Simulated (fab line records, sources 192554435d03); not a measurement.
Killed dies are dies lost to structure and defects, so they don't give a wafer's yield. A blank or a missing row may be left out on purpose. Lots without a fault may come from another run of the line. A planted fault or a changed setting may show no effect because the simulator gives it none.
Problem report in the 8D (eight disciplines) form, filled by code | flow n5_finfet | the parts of the form that need people (team, actions taken, sign-off) are left out

1. THE PROBLEM
raw_defect_count at N5_BEOL_M7_INSPECT_13 reads a mean of 1061 on 6 wafers of 2 lots; wafers without a fault read 428 with a standard deviation of 110. That is +5.8 standard deviations from the usual mean.
The step: inspects for defects (brightfield).
First seen on wafer L566.1, day 13 07:25, on defect_inspect-01. The record holds 34 wafers of 12 lots with a number at this step. Rule for "out", or "out of limits": more than 4 standard deviations from the usual mean. The other wafers with a number count as sound.

2. WHAT IT IS AND WHAT IT IS NOT
question                    | is                     | is not
which readings at this step | raw_defect_count       | -
which lots                  | L566, L570             | L549, L550, L552, L554, L555, L556, L560, L562, L564, L572
which wafers of those lots  | all that have a number | -
read on which gauges        | defect_inspect-01      | defect_inspect-02
when                        | from day 13 07:25      | up to then (25 sound wafers); but 3 sound wafers of L572 came after

3. SUSPECTS, AND WHAT RULES EACH OUT
Counting: a tool at a process step up to the reading stays a suspect if it ran every lot that is out and no sound lot after the first of them.
- the gauge at N5_BEOL_M7_INSPECT_13: ruled out. All the wafers that are out were read on defect_inspect-01, but those of them that N5_PASSIVATION_PROBE_49 has rows for are out there too, on other tools.
- pvd_sputter-03 at N5_BEOL_M6_SURFACE_TREAT_79: kept. It ran every lot that is out, first L566 (day 13 04:32), and no sound lot after that; its last sound lot up to then is L554 (day 10 10:31).
- pecvd-02 at N5_BEOL_M7_PECVD_70 (deposits SiO2 from TEOS/O2, target thk 20 nm, time 22.7 s): kept. It ran every lot that is out, first L566 (day 13 06:29), and no sound lot after that; its last sound lot up to then is L556 (day 11 07:14).
Left after counting: pvd_sputter-03 at N5_BEOL_M6_SURFACE_TREAT_79, pecvd-02 at N5_BEOL_M7_PECVD_70.

4. THE CAUSE (what the simulator had put in)
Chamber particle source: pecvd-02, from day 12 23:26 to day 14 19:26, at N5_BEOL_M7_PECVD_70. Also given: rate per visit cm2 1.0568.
Counting left 2 suspects, and this tool is among them.

5. THE CHAIN OF EFFECTS, in route order
Each row: a reading whose mean over the struck wafers that have a number lies more than 3 standard deviations from the usual. Only readings for which the record gives a usual standard deviation are gone through. hours: the time from each lot's start at the first step in this table that gives one to its start at this step, as a median over the lots. sigmas: the change in usual standard deviations.
hours | step                    | reading              | usual  | on struck wafers | change | sigmas
0     | N5_BEOL_M7_INSPECT_13   | raw_defect_count     | 428    | 1061             | +633   | +5.8
87    | N5_PASSIVATION_PROBE_49 | defect_limited_yield | 91.1 % | 83.5             | -7.6   | -5.5
87    | N5_PASSIVATION_PROBE_49 | killed_at_M4_up      | 13     | 118              | +106   | +18
87    | N5_PASSIVATION_PROBE_49 | killed_dies          | 105    | 195              | +90    | +5.3
87    | N5_PASSIVATION_PROBE_49 | sort_bin_5_function  | 5.3 %  | 10.3             | +5.0   | +5.0
87    | N5_PASSIVATION_PROBE_49 | sort_n_pass          | 1075   | 985              | -90    | -5.3
87    | N5_PASSIVATION_PROBE_49 | sort_yield_pct       | 91.1 % | 83.5             | -7.6   | -5.5
The process steps in it:
- N5_PASSIVATION_PROBE_49

6. WHAT WOULD HAVE CAUGHT IT SOONER
In this record the first reading out of limits at a measuring or inspecting step was taken at day 13 07:25, 8 hours after the fault began at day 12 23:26.
Of the tool readings at N5_BEOL_M7_PECVD_70 for which the record gives a usual standard deviation, none was out on any struck wafer, so an alarm limit of 4 standard deviations on them would not have fired.
Of the lots that are out (2), L570 began N5_BEOL_M7_PECVD_70 on pecvd-02 after day 13 07:25. A hold on the tool at that time would have spared it.
